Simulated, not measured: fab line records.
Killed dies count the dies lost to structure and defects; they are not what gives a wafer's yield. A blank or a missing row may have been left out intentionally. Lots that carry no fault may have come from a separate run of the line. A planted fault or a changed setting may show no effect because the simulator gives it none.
fab line records	flow n5Finfet
[record] lots = 24	wafers = 72	lastDay = 17
route steps=1938 shown WELL_APT@44 PMOS_HMC_CHANNEL_EPI@71 FIN_SAQP@111
lots that met no fault: taken from a fault-free run of the same line
startH: hours from the record's opening day to when the first of the lot's shown wafers began	waitH: how many hours have passed since the lot's step before this one	" unchanged from the row above	L1.1+2: a single row standing in for several wafers	- no value present, or no start provided	* or withheld: withheld	< > ~ a bound
route shown NAME@n: NAME is a module with steps in the file, n the number in the route of the first one	usual: mean/standard deviation of fault-free wafers	same: alike in all rows	chamber/n: place in a boat	sites: readings site by site	_std_site: the values' standard deviation	_edge_site: the outer-site mean with the inner-site mean subtracted	radiusMm: for every site, how far away it sits from the centre of the wafer	mask NAME#n: copy n	behind: the last tool/chamber to shape the wafer	hold: why the lot went on hold/how many hours it stayed there/how the hold came to an end	device: which transistor (n, p or np) failed to switch	end of line: tests run on the same wafers once the route is complete	a step with no rows: only its recipe	killed: count of dies lost to structure and defects at first sort (not the wafer's yield)	map: a wafer's dies, marking killed ones x, the rest . and places with no die _
set.NAME: the setting as run; set.NAME@STEP: as run at that earlier step	model.NAME: the simulator's own value behind a step, which no gauge read
the route's steps for a sample of lots (tables are steps, rows are wafers)
services: a tool's chamber out of use, with start hour (startH, from the record's first day; less than 0 if before it), hours out, and reason
[[steps]]
[step N5_WELL_APT_OVL_MEAS_26]
[recipe] pointsPerWafer = 44
[usual] PWELL_OVL = 0/5.7
lot.wafer	tool	chamber	startH	waitH	PWELL_OVL[nm]
L074.3	overlay-02	0	15.42	0.0	4
L074.5	"	0	"	"	8
L074.6	"	0	"	"	8
L075.3	overlay-01	0	20.85	0.0	4
L075.4	"	0	"	"	11
L075.6	"	0	"	"	10
L076.3	overlay-01	0	27.21	0.0	-6
L076.4	"	0	"	"	3
L076.6	"	0	"	"	-1
L077.2	overlay-02	0	32.86	0.0	9
L077.5	"	0	"	"	1
L077.6	"	0	"	"	7
L078.1	overlay-01	0	39.11	0.0	9
L078.3	"	0	"	"	4
L078.6	"	0	"	"	2
L079.1	overlay-01	0	44.98	0.0	8
L079.3	"	0	"	"	5
L079.5	"	0	"	"	8
L080.1	overlay-01	0	51.13	0.0	-5
L080.2	"	0	"	"	-10
L080.4	"	0	"	"	5
L081.2	overlay-02	0	57.16	0.0	-5
L081.5	"	0	"	"	-2
L081.6	"	0	"	"	-4
L082.1	overlay-01	0	63.85	0.0	5
L082.2	"	0	"	"	-8
L082.3	"	0	"	"	6
L083.3	overlay-01	0	69.06	0.0	6
L083.4	"	0	"	"	0
L083.5	"	0	"	"	10
L084.3	overlay-01	0	74.98	0.0	1
L084.4	"	0	"	"	8
L084.6	"	0	"	"	4
L085.2	overlay-02	0	80.85	0.0	-3
L085.4	"	0	"	"	-1
L085.5	"	0	"	"	-2
L086.2	overlay-02	0	87.09	0.0	5
L086.3	"	0	"	"	13
L086.5	"	0	"	"	3
L087.3	overlay-02	0	92.85	0.0	-13
L087.4	"	0	"	"	-10
L087.5	"	0	"	"	-8
L088.1	overlay-01	0	98.98	0.0	-2
L088.3	"	0	"	"	-3
L088.5	"	0	"	"	3
L089.1	overlay-01	0	105.17	0.0	2
L089.5	"	0	"	"	-2
L089.6	"	0	"	"	-1
L090.2	overlay-02	0	111.07	0.0	-7
L090.5	"	0	"	"	9
L090.6	"	0	"	"	2
L091.1	overlay-01	0	117.28	0.0	9
L091.2	"	0	"	"	-3
L091.6	"	0	"	"	5
L092.1	overlay-01	0	123.85	0.0	4
L092.3	"	0	"	"	-3
L092.4	"	0	"	"	-1
L093.2	overlay-02	0	128.83	0.0	0
L093.4	"	0	"	"	-6
L093.5	"	0	"	"	3
L094.1	overlay-02	0	135.05	0.0	-6
L094.2	"	0	"	"	-12
L094.3	"	0	"	"	-9
L095.2	overlay-01	0	140.83	0.0	-3
L095.3	"	0	"	"	-10
L095.5	"	0	"	"	-5
L096.2	overlay-02	0	147.07	0.0	2
L096.4	"	0	"	"	3
L096.5	"	0	"	"	5
L097.1	overlay-01	0	152.85	0.0	2
L097.3	"	0	"	"	9
L097.5	"	0	"	"	-2
[step N5_PMOS_HMC_CHANNEL_EPI_STRIP_33]
[recipe] chemistry = N2/H2	powerW = 500	tempC = 40	pressureMtorr = 50	rfFrequencyHz = 6e+07	overashFraction = 0.3	biasPowerW = 8	h2Frac = 0.5	n2FlowSccm = 300	h2FlowSccm = 300
[usual] chamberPressureMTorr = 50.00/0.085	drypumpMotorCurrentA = 5.7/0.4	h2FlowSccm = 300.0/0.94	oesProductAu = 0.75/0.057	rfVppV = 54.4/1.6	showerheadPlenumPTorr = 3.37/0.11	throttleValvePct = 19.0/0.35
lot.wafer	tool	chamber	startH	waitH	chamberPressureMTorr	drypumpMotorCurrentA	h2FlowSccm	oesProductAu	rfHoursCounterH	rfVppV	showerheadPlenumPTorr	throttleValvePct
L074.3	rieDiel-01	1	17.94	0.0	50.03	6.0	301.0	0.68	251	54.1	3.42	18.9
L074.5	"	2	"	"	49.93	6.3	300.6	0.75	-	52.7	3.38	19.1
L074.6	"	0	"	"	50.04	5.3	301.3	0.72	-	51.7	3.45	19.1
L075.3	rieDiel-01	2	23.24	0.0	50.11	6.3	298.3	0.77	126	56.4	3.38	19.1
L075.4	"	1	"	"	50.15	6.0	300.9	0.67	-	53.1	3.42	18.9
L075.6	"	2	"	"	50.15	6.3	300.1	0.75	-	52.4	3.38	19.1
L076.3	rieDiel-04	3	29.45	0.0	49.95	5.9	301.0	0.74	183	50.9	3.34	19.1
L076.4	"	2	"	"	50.02	5.7	300.1	0.78	128	53.8	3.51	18.4
L076.6	"	2	"	"	49.98	5.8	301.2	0.78	-	53.7	3.51	18.3
L077.2	rieDiel-03	1	35.28	0.0	50.02	5.8	298.2	0.76	145	52.3	3.36	19.1
L077.5	"	2	"	"	50.05	5.5	300.2	0.79	-	56.6	3.24	19.2
L077.6	"	0	"	"	50.03	5.7	299.6	0.77	-	54.1	3.54	19.0
L078.1	rieDiel-04	3	41.61	0.0	50.08	5.9	300.3	0.73	186	56.1	3.33	19.1
L078.3	"	0	"	"	50.02	4.7	299.8	0.70	151	53.9	3.23	19.8
L078.6	"	0	"	"	50.16	4.7	301.0	0.73	-	55.1	3.23	19.7
L079.1	rieDiel-03	3	47.33	0.0	49.89	5.3	300.7	0.78	132	53.0	3.49	18.5
L079.3	"	1	"	"	50.04	5.8	301.5	0.77	149	54.7	3.35	19.1
L079.5	"	0	"	"	49.89	5.7	299.9	0.77	-	54.1	3.54	19.0
L080.1	rieDiel-01	2	53.89	0.0	49.72	6.3	299.7	0.76	138	54.3	3.37	19.1
L080.2	"	1	"	"	50.05	6.0	299.2	0.97	3	55.5	3.42	18.5
L080.4	"	3	"	"	50.01	5.8	300.2	0.76	147	52.3	3.24	18.8
L081.2	rieDiel-03	0	60.05	0.0	49.99	5.6	299.3	0.77	107	55.5	3.54	19.0
L081.5	"	2	"	"	50.04	5.5	300.9	0.77	-	54.2	3.24	19.2
L081.6	"	3	"	"	49.98	5.3	300.9	0.79	-	54.7	3.49	18.5
L082.1	rieDiel-04	1	66.33	0.0	49.93	6.1	299.6	0.70	223	53.2	3.32	18.9
L082.2	"	0	"	"	50.07	4.7	298.7	0.71	158	54.9	3.23	19.8
L082.3	"	2	"	"	50.05	5.8	300.4	0.75	139	53.8	3.50	18.4
L083.3	rieDiel-01	0	71.99	0.0	50.11	5.3	301.0	0.71	223	53.8	3.44	19.1
L083.4	"	3	"	"	50.02	5.8	298.5	0.76	-	54.0	3.24	18.9
L083.5	"	0	"	"	49.98	5.3	301.0	0.70	-	53.1	3.44	19.1
L084.3	rieDiel-04	1	77.60	0.0	50.00	6.1	299.3	0.71	227	49.5	3.32	18.9
L084.4	"	0	"	"	50.11	4.7	299.1	0.71	162	54.4	3.22	19.7
L084.6	"	2	"	"	49.99	5.8	299.4	0.74	-	54.1	3.50	18.3
L085.2	rieDiel-03	0	83.32	0.0	50.00	5.7	299.8	0.77	117	53.9	3.53	19.1
L085.4	"	2	"	"	50.00	5.5	300.9	0.77	-	54.8	3.23	19.3
L085.5	"	0	"	"	50.09	5.7	301.0	0.77	-	55.8	3.53	19.0
L086.2	rieDiel-04	0	90.05	0.0	50.01	4.7	299.5	0.71	166	56.4	3.22	19.8
L086.3	"	3	"	"	49.93	5.9	299.0	0.72	201	54.7	3.33	19.1
L086.5	"	3	"	"	49.94	6.0	299.5	0.71	-	54.7	3.33	19.1
L087.3	rieDiel-01	0	95.21	0.0	49.96	5.3	301.4	0.71	228	54.1	3.44	19.1
L087.4	"	2	"	"	49.99	6.3	300.2	0.74	146	55.5	3.37	19.1
L087.5	"	3	"	"	50.06	5.8	300.4	0.74	-	53.4	3.23	18.9
L088.1	rieDiel-01	1	101.24	0.0	50.02	6.0	301.0	0.92	17	56.2	3.41	18.5
L088.3	"	2	"	"	50.02	6.3	301.1	0.72	148	55.5	3.36	19.1
L088.5	"	2	"	"	49.90	6.3	300.1	0.74	-	55.6	3.36	19.1
L089.1	rieDiel-03	1	107.55	0.0	49.92	5.8	299.9	0.77	157	55.5	3.35	19.1
L089.5	"	2	"	"	50.03	5.5	299.2	0.76	-	51.3	3.23	19.2
L089.6	"	1	"	"	49.89	5.8	300.6	0.76	-	53.1	3.35	19.1
L090.2	rieDiel-04	1	114.00	0.0	50.04	6.1	300.0	0.68	240	52.3	3.31	18.9
L090.5	"	2	"	"	50.05	5.8	299.3	0.75	-	54.7	3.49	18.4
L090.6	"	1	"	"	50.04	6.1	300.3	0.68	-	54.8	3.31	18.9
L091.1	rieDiel-03	2	119.64	0.0	49.93	5.5	299.8	0.76	147	56.8	3.22	19.3
L091.2	"	3	"	"	50.00	5.3	299.6	0.76	160	54.0	3.48	18.6
L091.6	"	1	"	"	50.07	5.7	300.4	0.75	-	54.8	3.34	19.2
L092.1	rieDiel-01	1	126.20	0.0	50.15	6.0	297.1	0.92	18	52.8	3.41	18.5
L092.3	"	0	"	"	50.12	5.3	299.5	0.70	232	53.9	3.43	19.1
L092.4	"	2	"	"	50.14	6.3	300.2	0.74	149	56.2	3.36	19.1
L093.2	rieDiel-01	2	132.14	0.0	49.97	6.3	299.7	0.74	150	54.8	3.36	19.1
L093.4	"	3	"	"	49.91	5.8	300.4	0.74	161	55.6	3.23	18.9
L093.5	"	3	"	"	50.06	5.8	300.7	0.75	-	53.1	3.23	18.9
L094.1	rieDiel-03	3	137.99	0.0	50.11	5.3	299.9	0.76	165	54.0	3.48	18.6
L094.2	"	0	"	"	49.90	5.7	299.7	0.74	137	55.8	3.52	19.1
L094.3	"	1	"	"	49.91	5.8	299.4	0.75	168	53.9	3.34	19.1
L095.2	rieDiel-03	0	143.19	0.0	49.94	5.7	300.1	0.73	139	52.5	3.52	19.1
L095.3	"	2	"	"	50.10	5.5	300.2	0.74	155	52.9	3.22	19.3
L095.5	"	1	"	"	49.95	5.8	300.7	0.75	-	53.8	3.34	19.1
L096.2	rieDiel-04	2	150.47	0.0	49.99	5.8	299.2	0.73	171	53.9	3.48	18.4
L096.4	"	2	"	"	49.99	5.8	299.9	0.72	-	56.7	3.48	18.4
L096.5	"	1	"	"	50.10	6.1	300.5	0.68	-	54.4	3.30	18.9
L097.1	rieDiel-03	1	155.63	0.0	50.01	5.7	300.5	0.75	174	54.5	3.34	19.2
L097.3	"	0	"	"	50.09	5.7	300.9	0.72	143	52.9	3.52	19.1
L097.5	"	1	"	"	50.03	5.8	300.0	0.75	-	54.7	3.34	19.2
[step N5_FIN_SAQP_CD_MEAS_16]
[recipe] targetCdNm = 35.6	landingEnergyEv = 500	detector = seInlens
[usual] cdNm = 35.7/0.35
lot.wafer	tool	chamber	startH	waitH	cdNm
L074.3	cdSem-02	0	22.41	-	35.7
L074.5	"	0	"	"	35.4
L074.6	"	0	"	"	35.5
L075.3	cdSem-03	0	27.33	-	35.3
L075.4	"	0	"	"	35.8
L075.6	"	0	"	"	36.0
L076.3	cdSem-02	0	33.77	-	35.6
L076.4	"	0	"	"	35.0
L076.6	"	0	"	"	35.2
L077.2	cdSem-02	0	39.40	-	35.7
L077.5	"	0	"	"	35.4
L077.6	"	0	"	"	35.4
L078.1	cdSem-03	0	45.83	-	35.7
L078.3	"	0	"	"	35.7
L078.6	"	0	"	"	35.4
L079.1	cdSem-02	0	51.65	-	36.0
L079.3	"	0	"	"	36.2
L079.5	"	0	"	"	35.3
L080.1	cdSem-02	0	58.46	-	35.5
L080.2	"	0	"	"	36.0
L080.4	"	0	"	"	36.4
L081.2	cdSem-03	0	65.74	-	35.6
L081.5	"	0	"	"	35.7
L081.6	"	0	"	"	35.7
L082.1	cdSem-02	0	70.15	-	35.7
L082.2	"	0	"	"	35.8
L082.3	"	0	"	"	36.0
L083.3	cdSem-02	0	76.00	-	36.0
L083.4	"	0	"	"	34.9
L083.5	"	0	"	"	35.5
L084.3	cdSem-03	0	81.74	-	36.0
L084.4	"	0	"	"	35.4
L084.6	"	0	"	"	35.4
L085.2	cdSem-03	0	87.27	-	35.0
L085.4	"	0	"	"	35.3
L085.5	"	0	"	"	35.4
L086.2	cdSem-01	0	94.07	-	36.3
L086.3	"	0	"	"	36.2
L086.5	"	0	"	"	35.8
L087.3	cdSem-01	0	100.62	-	35.6
L087.4	"	0	"	"	35.4
L087.5	"	0	"	"	36.3
L088.1	cdSem-03	0	105.19	-	35.8
L088.3	"	0	"	"	35.7
L088.5	"	0	"	"	36.2
L089.1	cdSem-02	0	111.54	-	35.1
L089.5	"	0	"	"	35.1
L089.6	"	0	"	"	35.3
L090.2	cdSem-01	0	117.83	-	35.3
L090.5	"	0	"	"	35.7
L090.6	"	0	"	"	35.6
L091.1	cdSem-02	0	123.96	-	36.2
L091.2	"	0	"	"	36.1
L091.6	"	0	"	"	36.1
L092.1	cdSem-01	0	130.66	-	35.1
L092.3	"	0	"	"	35.5
L092.4	"	0	"	"	35.3
L093.2	cdSem-03	0	137.31	-	35.6
L093.4	"	0	"	"	35.8
L093.5	"	0	"	"	36.1
L094.1	cdSem-02	0	142.02	-	35.6
L094.2	"	0	"	"	35.9
L094.3	"	0	"	"	35.5
L095.2	cdSem-03	0	147.56	-	35.8
L095.3	"	0	"	"	35.4
L095.5	"	0	"	"	35.1
L096.2	cdSem-02	0	154.52	-	35.7
L096.4	"	0	"	"	35.5
L096.5	"	0	"	"	35.5
L097.1	cdSem-03	0	160.02	-	35.9
L097.3	"	0	"	"	35.8
L097.5	"	0	"	"	35.3
[step N5_FIN_SAQP_SPACER1_ETCHBACK_25]
[recipe] chemistry = CHF3/O2	mode = anisotropicEtchback	target = SiO2	targetDepthA = 244	timeS = 12.2	pressureMtorr = 30	sourceW = 650	biasW = 170	Ar_flow_sccm = 200	CHF3_flow_sccm = 50	O2_flow_sccm = 5	ionEnergyEv = 200
[usual] chamberPressureMTorr = 30.000/0.028	drypumpMotorCurrentA = 5.8/0.49	oesProductAu = 0.81/0.066	rfVppV = 522/12	showerheadPlenumPTorr = 2.46/0.046	throttleValvePct = 18.95/0.25
[same] timeS = 12.2
lot.wafer	tool	chamber	startH	waitH	chamberPressureMTorr	drypumpMotorCurrentA	oesProductAu	rfHoursCounterH	rfVppV	showerheadPlenumPTorr	throttleValvePct
L074.3	rieDiel-02	2	24.60	0.4	30.023	5.1	0.75	141	513	2.43	19.35
L074.5	"	0	"	"	30.029	6.5	0.95	-	522	2.55	18.80
L074.6	"	1	"	"	29.987	6.2	0.73	-	519	2.41	18.70
L075.3	rieDiel-05	1	29.27	0.4	30.051	6.2	0.91	30	538	2.47	18.99
L075.4	"	2	"	"	30.018	4.9	0.78	134	536	2.51	18.57
L075.6	"	1	"	"	30.011	6.2	0.91	-	536	2.47	18.97
L076.3	rieDiel-05	0	35.98	0.4	30.012	5.5	0.85	67	532	2.46	19.15
L076.4	"	2	"	"	30.026	4.9	0.78	138	536	2.51	18.57
L076.6	"	3	"	"	29.979	5.5	0.89	-	517	2.54	18.55
L077.2	rieDiel-02	0	42.15	0.4	30.009	6.5	0.93	14	519	2.55	18.80
L077.5	"	2	"	"	30.012	5.1	0.75	-	513	2.43	19.36
L077.6	"	1	"	"	29.938	6.3	0.73	-	519	2.40	18.70
L078.1	rieDiel-05	2	47.73	0.4	30.023	4.9	0.78	141	536	2.51	18.57
L078.3	"	1	"	"	29.968	6.2	0.90	36	536	2.47	18.98
L078.6	"	2	"	"	29.995	4.9	0.77	-	536	2.51	18.56
L079.1	rieDiel-05	1	53.55	0.4	29.990	6.2	0.90	38	536	2.46	18.99
L079.3	"	2	"	"	30.035	4.9	0.77	144	534	2.51	18.57
L079.5	"	0	"	"	29.991	5.5	0.84	-	534	2.45	19.16
L080.1	rieDiel-06	2	60.55	0.5	29.998	5.5	0.82	71	509	2.44	18.75
L080.2	"	1	"	"	30.049	5.7	0.73	163	519	2.49	18.92
L080.4	"	3	"	"	30.056	5.7	0.88	47	531	2.47	19.03
L081.2	rieDiel-02	2	68.17	0.4	30.041	5.1	0.74	157	512	2.43	19.38
L081.5	"	2	"	"	29.983	5.1	0.74	-	511	2.43	19.37
L081.6	"	3	"	"	29.974	5.9	0.79	-	498	2.43	19.13
L082.1	rieDiel-06	1	72.20	0.4	30.013	5.7	0.73	167	520	2.49	18.92
L082.2	"	3	"	"	29.997	5.7	0.88	52	532	2.46	19.05
L082.3	"	2	"	"	30.005	5.5	0.81	76	510	2.44	18.76
L083.3	rieDiel-05	0	77.99	0.4	29.977	5.5	0.83	82	534	2.45	19.18
L083.4	"	3	"	"	29.997	5.5	0.87	56	515	2.53	18.58
L083.5	"	0	"	"	30.009	5.5	0.82	-	532	2.45	19.17
L084.3	rieDiel-06	3	83.95	0.4	30.006	5.7	0.87	56	531	2.46	19.04
L084.4	"	2	"	"	30.009	5.5	0.81	79	508	2.44	18.78
L084.6	"	1	"	"	29.999	5.7	0.72	-	518	2.49	18.93
L085.2	rieDiel-02	2	90.88	0.5	30.014	5.1	0.74	164	512	2.42	19.38
L085.4	"	3	"	"	30.021	5.9	0.78	95	499	2.43	19.15
L085.5	"	3	"	"	29.983	5.9	0.78	-	499	2.43	19.14
L086.2	rieDiel-05	2	96.70	0.5	30.016	4.9	0.76	157	536	2.50	18.59
L086.3	"	0	"	"	30.022	5.5	0.82	89	533	2.45	19.19
L086.5	"	0	"	"	30.032	5.5	0.81	-	532	2.45	19.17
L087.3	rieDiel-02	1	103.17	0.6	30.056	6.3	0.72	203	517	2.39	18.75
L087.4	"	0	"	"	30.016	6.5	0.90	34	520	2.54	18.82
L087.5	"	1	"	"	29.922	6.3	0.71	-	516	2.39	18.73
L088.1	rieDiel-02	0	107.10	0.4	29.985	6.5	0.89	35	519	2.54	18.85
L088.3	"	2	"	"	29.964	5.1	0.73	170	512	2.42	19.40
L088.5	"	0	"	"	29.986	6.5	0.89	-	519	2.54	18.83
L089.1	rieDiel-05	3	113.68	0.4	30.013	5.5	0.85	66	516	2.53	18.59
L089.5	"	0	"	"	29.981	5.5	0.82	-	533	2.45	19.19
L089.6	"	1	"	"	29.994	6.2	0.87	-	535	2.46	19.01
L090.2	rieDiel-05	3	119.81	0.4	30.015	5.5	0.84	68	515	2.53	18.59
L090.5	"	2	"	"	29.942	4.9	0.75	-	535	2.50	18.60
L090.6	"	3	"	"	29.972	5.5	0.84	-	515	2.53	18.59
L091.1	rieDiel-05	0	125.91	0.4	29.995	5.5	0.81	98	534	2.44	19.20
L091.2	"	2	"	"	29.979	4.9	0.75	167	535	2.50	18.63
L091.6	"	0	"	"	29.982	5.5	0.80	-	533	2.44	19.19
L092.1	rieDiel-05	3	132.56	0.4	29.959	5.5	0.84	73	516	2.53	18.59
L092.3	"	0	"	"	30.012	5.5	0.81	100	530	2.44	19.18
L092.4	"	1	"	"	30.010	6.2	0.85	65	535	2.45	19.01
L093.2	rieDiel-06	0	139.30	0.4	29.965	6.4	0.71	185	509	2.39	19.19
L093.4	"	3	"	"	30.026	5.7	0.85	74	531	2.46	19.07
L093.5	"	0	"	"	30.039	6.4	0.71	-	508	2.39	19.21
L094.1	rieDiel-06	2	145.15	0.4	29.971	5.5	0.79	102	509	2.43	18.80
L094.2	"	0	"	"	30.059	6.4	0.71	187	508	2.39	19.20
L094.3	"	3	"	"	29.981	5.7	0.83	76	530	2.45	19.10
L095.2	rieDiel-02	2	149.92	0.4	30.022	5.1	0.72	183	512	2.42	19.40
L095.3	"	3	"	"	30.018	5.9	0.76	113	500	2.42	19.19
L095.5	"	0	"	"	29.921	6.5	0.88	-	520	2.54	18.87
L096.2	rieDiel-06	0	156.92	0.4	29.953	6.4	0.71	192	508	2.39	19.22
L096.4	"	1	"	"	30.003	5.7	0.70	198	519	2.48	18.97
L096.5	"	0	"	"	29.987	6.4	0.71	-	506	2.39	19.23
L097.1	rieDiel-05	3	162.04	0.4	30.020	5.5	0.82	83	515	2.52	18.63
L097.3	"	0	"	"	30.003	5.5	0.80	110	531	2.44	19.21
L097.5	"	1	"	"	30.032	6.2	0.84	-	536	2.45	19.04
[step N5_FIN_SAQP_CD_MEAS_27]
[recipe] targetCdNm = 20	landingEnergyEv = 1000	detector = seInlens	polarity = line
[usual] cdNm = 20.25/0.26
lot.wafer	tool	chamber	startH	waitH	cdNm
L074.3	cdSem-01	0	24.80	0.1	20.45
L074.5	"	0	"	"	20.15
L074.6	"	0	"	"	20.26
L075.3	cdSem-02	0	29.47	0.1	20.18
L075.4	"	0	"	"	20.48
L075.6	"	0	"	"	20.45
L076.3	cdSem-02	0	36.18	0.1	20.58
L076.4	"	0	"	"	19.67
L076.6	"	0	"	"	20.35
L077.2	cdSem-03	0	42.35	0.1	20.10
L077.5	"	0	"	"	20.09
L077.6	"	0	"	"	20.48
L078.1	cdSem-01	0	47.93	0.1	20.59
L078.3	"	0	"	"	20.08
L078.6	"	0	"	"	20.55
L079.1	cdSem-01	0	53.75	0.1	20.34
L079.3	"	0	"	"	20.44
L079.5	"	0	"	"	20.33
L080.1	cdSem-03	0	60.74	0.1	20.57
L080.2	"	0	"	"	20.29
L080.4	"	0	"	"	20.15
L081.2	cdSem-02	0	68.37	0.1	20.27
L081.5	"	0	"	"	20.39
L081.6	"	0	"	"	20.25
L082.1	cdSem-01	0	72.40	0.1	20.29
L082.2	"	0	"	"	20.21
L082.3	"	0	"	"	19.77
L083.3	cdSem-01	0	78.20	0.1	20.38
L083.4	"	0	"	"	20.42
L083.5	"	0	"	"	20.09
L084.3	cdSem-03	0	84.15	0.1	20.25
L084.4	"	0	"	"	20.35
L084.6	"	0	"	"	20.73
L085.2	cdSem-01	0	91.08	0.1	20.55
L085.4	"	0	"	"	20.13
L085.5	"	0	"	"	19.69
L086.2	cdSem-01	0	96.90	0.1	19.85
L086.3	"	0	"	"	20.49
L086.5	"	0	"	"	20.11
L087.3	cdSem-01	0	103.38	0.1	19.75
L087.4	"	0	"	"	20.14
L087.5	"	0	"	"	20.07
L088.1	cdSem-02	0	107.29	0.1	20.28
L088.3	"	0	"	"	19.90
L088.5	"	0	"	"	20.13
L089.1	cdSem-03	0	113.88	0.1	20.07
L089.5	"	0	"	"	20.53
L089.6	"	0	"	"	20.43
L090.2	cdSem-01	0	120.02	0.1	20.09
L090.5	"	0	"	"	20.57
L090.6	"	0	"	"	20.19
L091.1	cdSem-01	0	126.11	0.1	19.99
L091.2	"	0	"	"	20.50
L091.6	"	0	"	"	19.84
L092.1	cdSem-03	0	132.76	0.1	20.49
L092.3	"	0	"	"	20.06
L092.4	"	0	"	"	20.38
L093.2	cdSem-02	0	139.50	0.1	20.71
L093.4	"	0	"	"	20.08
L093.5	"	0	"	"	20.23
L094.1	cdSem-01	0	145.36	0.1	20.56
L094.2	"	0	"	"	20.29
L094.3	"	0	"	"	19.86
L095.2	cdSem-01	0	150.12	0.1	20.10
L095.3	"	0	"	"	20.54
L095.5	"	0	"	"	20.39
L096.2	cdSem-03	0	157.12	0.1	20.14
L096.4	"	0	"	"	20.07
L096.5	"	0	"	"	19.53
L097.1	cdSem-02	0	162.25	0.1	19.75
L097.3	"	0	"	"	19.76
L097.5	"	0	"	"	20.08
[step N5_FIN_SAQP_HM_CD_35]
[recipe] targetCdNm = 8	polarity = line
[usual] cdNm = 8.03/0.23
lot.wafer	tool	chamber	startH	waitH	cdNm
L074.3	cdSem-02	-	26.61	0.1	7.95
L074.5	"	-	"	"	7.93
L074.6	"	-	"	"	8.06
L075.3	cdSem-02	-	31.68	0.1	7.77
L075.4	"	-	"	"	8.07
L075.6	"	-	"	"	8.15
L076.3	cdSem-01	-	38.29	0.1	8.02
L076.4	"	-	"	"	8.41
L076.6	"	-	"	"	8.01
L077.2	cdSem-03	-	44.55	0.1	8.14
L077.5	"	-	"	"	8.06
L077.6	"	-	"	"	8.12
L078.1	cdSem-02	-	49.88	0.1	7.82
L078.3	"	-	"	"	8.31
L078.6	"	-	"	"	7.66
L079.1	cdSem-01	-	56.23	0.1	8.05
L079.3	"	-	"	"	8.26
L079.5	"	-	"	"	8.16
L080.1	cdSem-03	-	62.93	0.1	7.96
L080.2	"	-	"	"	8.11
L080.4	"	-	"	"	8.10
L081.2	cdSem-03	-	70.19	0.1	8.15
L081.5	"	-	"	"	8.43
L081.6	"	-	"	"	8.03
L082.1	cdSem-01	-	74.35	0.1	8.30
L082.2	"	-	"	"	7.94
L082.3	"	-	"	"	8.25
L083.3	cdSem-03	-	80.19	0.1	7.80
L083.4	"	-	"	"	8.11
L083.5	"	-	"	"	7.83
L084.3	cdSem-03	-	86.35	0.1	8.10
L084.4	"	-	"	"	8.47
L084.6	"	-	"	"	8.11
L085.2	cdSem-03	-	92.91	0.1	7.65
L085.4	"	-	"	"	7.88
L085.5	"	-	"	"	8.51
L086.2	cdSem-03	-	100.48	0.1	8.03
L086.3	"	-	"	"	8.09
L086.5	"	-	"	"	7.82
L087.3	cdSem-02	-	105.20	0.1	7.77
L087.4	"	-	"	"	7.73
L087.5	"	-	"	"	7.98
L088.1	cdSem-01	-	109.49	0.1	7.90
L088.3	"	-	"	"	7.84
L088.5	"	-	"	"	7.82
L089.1	cdSem-02	-	115.71	0.1	8.26
L089.5	"	-	"	"	8.10
L089.6	"	-	"	"	7.89
L090.2	cdSem-01	-	121.87	0.1	8.03
L090.5	"	-	"	"	8.12
L090.6	"	-	"	"	8.11
L091.1	cdSem-01	-	128.13	0.1	8.15
L091.2	"	-	"	"	7.84
L091.6	"	-	"	"	8.17
L092.1	cdSem-03	-	135.95	0.1	8.29
L092.3	"	-	"	"	8.09
L092.4	"	-	"	"	8.20
L093.2	cdSem-03	-	141.34	0.1	7.60
L093.4	"	-	"	"	7.54
L093.5	"	-	"	"	8.17
L094.1	cdSem-02	-	147.35	0.1	7.72
L094.2	"	-	"	"	7.69
L094.3	"	-	"	"	8.28
L095.2	cdSem-03	-	152.14	0.1	7.89
L095.3	"	-	"	"	8.71
L095.5	"	-	"	"	7.90
L096.2	cdSem-03	-	159.60	0.1	7.86
L096.4	"	-	"	"	8.03
L096.5	"	-	"	"	8.25
L097.1	cdSem-02	-	164.19	0.1	7.64
L097.3	"	-	"	"	7.73
L097.5	"	-	"	"	7.94
[[services]]
tool	chamber	startH	hours	kind
rieDiel-04	0	1.82	6.5	repair
rieDiel-05	0	8.74	9.8	repair
rieDiel-06	-	9.25	0.5	repair
rieDiel-01	3	13.29	13.9	repair
rieDiel-01	1	27.20	-	clean
rieDiel-01	1	27.20	-	consumableReplace:focusRing
rieDiel-01	1	27.20	18.2	scheduledDown
rieDiel-01	1	27.20	18.2	ventCycle
rieDiel-03	3	30.37	10.2	repair
rieDiel-02	-	41.23	0.6	repair
rieDiel-03	1	64.09	32.7	repair
rieDiel-02	0	64.99	3.1	repair
rieDiel-01	2	71.21	11.1	repair
rieDiel-01	-	75.75	4.3	pm
rieDiel-01	3	89.35	5.1	repair
rieDiel-06	3	91.74	2.4	repair
rieDiel-01	-	103.88	18.9	repair
rieDiel-04	3	109.90	12.2	repair
rieDiel-04	3	126.58	27.6	repair
rieDiel-01	-	126.93	0.3	repair
rieDiel-04	-	138.91	0.5	repair
rieDiel-04	1	154.34	-	clean
rieDiel-02	-	156.72	16.8	repair
rieDiel-06	1	161.09	4.9	repair
[[key]]
fault none
